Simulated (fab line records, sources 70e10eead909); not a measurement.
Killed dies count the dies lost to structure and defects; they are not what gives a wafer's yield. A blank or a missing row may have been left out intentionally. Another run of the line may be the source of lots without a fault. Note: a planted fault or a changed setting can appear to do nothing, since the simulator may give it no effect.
Matching of chambers || flow nand_harc || NHARC_P_ZERO_WELL_DESCUM_39 on rie_diel-05 has 4 sister chambers
The step chemistry O2, time 3 s. 4 wafers are shown with their chamber, then 7 later ones without.

== WAFERS WITH THEIR CHAMBER ==
{"wafer": "L084.2", "chamber": 0, "drypump_motor_current_A (A)": 5.5}
{"wafer": "L088.5", "chamber": 3, "drypump_motor_current_A (A)": 4.9}
{"wafer": "L089.3", "chamber": 1, "drypump_motor_current_A (A)": 6.6}
{"wafer": "L089.4", "chamber": 2, "drypump_motor_current_A (A)": 6.3}

== WAFERS WITHOUT THEIR CHAMBER ==
{"wafer": "L089.6", "drypump_motor_current_A (A)": 6.6}
{"wafer": "L094.1", "drypump_motor_current_A (A)": 5.5}
{"wafer": "L094.2", "drypump_motor_current_A (A)": 6.6}
{"wafer": "L094.3", "drypump_motor_current_A (A)": 4.9}
{"wafer": "L097.2", "drypump_motor_current_A (A)": 6.7}
{"wafer": "L097.3", "drypump_motor_current_A (A)": 6.3}
{"wafer": "L097.5", "drypump_motor_current_A (A)": 4.9}

== WHICH CHAMBER EACH WENT THROUGH ==
{"wafer": "L089.6", "from the rows above": 1, "in truth": 1}
{"wafer": "L094.1", "from the rows above": 0, "in truth": 0}
{"wafer": "L094.2", "from the rows above": 1, "in truth": 1}
{"wafer": "L094.3", "from the rows above": 3, "in truth": 3}
{"wafer": "L097.2", "from the rows above": 1, "in truth": 1}
{"wafer": "L097.3", "from the rows above": 2, "in truth": 2}
{"wafer": "L097.5", "from the rows above": 3, "in truth": 3}
7 of 7 placed correctly. Left unplaced by these rows: 0. Wrongly placed: 0.
How it was worked out, from the rows above alone: a wafer's distance from a chamber is the root of the sum, over the readings, of the square of ((its reading less the chamber's mean) divided by the reading's scatter). The wafer belongs to the nearest chamber; if the next one is less than 2 further off, it can't be placed. The mean given for a chamber averages the wafers shown for that chamber. The scatter: with one shown wafer a chamber, the root of the mean of the squares of how far each hidden wafer lies from its nearest shown one.
